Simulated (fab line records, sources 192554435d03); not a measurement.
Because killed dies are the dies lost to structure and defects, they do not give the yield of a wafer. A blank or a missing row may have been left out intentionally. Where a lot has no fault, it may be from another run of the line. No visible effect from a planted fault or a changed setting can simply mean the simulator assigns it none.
Matching of chambers | flow n5_finfet | ald_sin-01 running N5_BEOL_M4_ALD_98: 4 sister chambers
The step deposits SiO2, target thk 2.5 nm, pulse time 1 s, co reactant pulse time 1 s. 8 wafers are shown with their chamber, then 8 later ones without.

## WAFERS WITH THEIR CHAMBER
wafer  | chamber | heater_power_w (W) | precursor_pulse_height_rel
L078.6 | 3       | 77                 | 0.983
L079.6 | 3       | 80                 | 0.999
L080.1 | 1       | 69                 | 0.995
L080.3 | 0       | 84                 | 1.006
L084.1 | 2       | 89                 | 1.014
L084.2 | 0       | 79                 | 0.996
L084.4 | 1       | 72                 | 1.058
L085.1 | 2       | 87                 | 1.025

## WAFERS WITHOUT THEIR CHAMBER
wafer  | heater_power_w (W) | precursor_pulse_height_rel
L085.2 | 83                 | 1.014
L085.4 | 81                 | 0.992
L089.1 | 86                 | 0.990
L089.4 | 81                 | 0.986
L089.6 | 82                 | 1.034
L091.3 | 72                 | 0.973
L091.4 | 82                 | 0.998
L091.6 | 79                 | 0.983

## WHICH CHAMBER EACH ONE RAN IN
wafer  | from the rows above          | in truth
L085.2 | can't be placed: 0 or 2 or 3 | 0
L085.4 | can't be placed: 0 or 3      | 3
L089.1 | can't be placed: 2 or 0 or 3 | 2
L089.4 | can't be placed: 0 or 3      | 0
L089.6 | can't be placed: 0 or 3 or 2 | 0
L091.3 | can't be placed: 1 or 3 or 0 | 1
L091.4 | can't be placed: 0 or 3      | 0
L091.6 | can't be placed: 3 or 0      | 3
Placed correctly: 0 of 8. From these rows, 8 cannot be placed; in 8 the true chamber is one of the candidates. Wrongly placed: 0.
How it was worked out, from the rows above alone: a wafer's distance from a chamber is the root of the sum, over the readings, of the square of ((its reading less the chamber's mean) divided by the reading's scatter). The wafer belongs to the nearest chamber; if the next one is less than 2 further off, it can't be placed. A chamber's mean is the mean of its shown wafers. The scatter is the square root of a quotient: the sum, over the shown wafers, of each reading's squared deviation from its chamber's mean, divided by wafers minus chambers.
